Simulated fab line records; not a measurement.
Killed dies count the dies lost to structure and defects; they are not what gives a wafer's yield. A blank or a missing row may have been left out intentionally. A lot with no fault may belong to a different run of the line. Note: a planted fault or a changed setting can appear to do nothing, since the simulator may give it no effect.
Matching of chambers	flow nand harc	3 sister chambers for NHARC_A_M0_DEP_32 on pecvd-03
The step deposits SiCN, target thk 30 nm. 3 wafers are shown with their chamber, then 9 later ones without.

WAFERS WITH THEIR CHAMBER
wafer	chamber	heater power w (W)
L084.1	1	592
L084.2	2	676
L084.3	0	660

WAFERS WITH NO CHAMBER GIVEN
wafer	heater power w (W)
L089.1	554
L089.2	693
L089.3	661
L091.1	639
L091.3	659
L091.4	668
L092.1	580
L092.3	700
L092.4	698

THE CHAMBER EACH PASSED THROUGH
wafer	from the rows above	in truth
L089.1	1	1
L089.2	can't be placed: 2 or 0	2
L089.3	can't be placed: 0 or 2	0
L091.1	can't be placed: 0 or 2 or 1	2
L091.3	can't be placed: 0 or 2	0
L091.4	can't be placed: 0 or 2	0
L092.1	1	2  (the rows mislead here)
L092.3	can't be placed: 2 or 0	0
L092.4	can't be placed: 2 or 0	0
Correctly placed: 1 of 9. Can't be placed from these rows: 7 (the true chamber is among the candidates in 7). Placed wrongly: 1.
How it was worked out, from the rows above alone: a wafer's distance from a chamber is the root of the sum, over the readings, of the square of ((its reading less the chamber's mean) divided by the reading's scatter). If the next closest chamber is less than 2 further off than the closest, the wafer can't be placed; otherwise it belongs to the closest. A chamber's mean is the mean of its shown wafers. The scatter (one wafer shown for each chamber): square how far every hidden wafer sits from the nearest shown wafer, average those squares and take the square root.
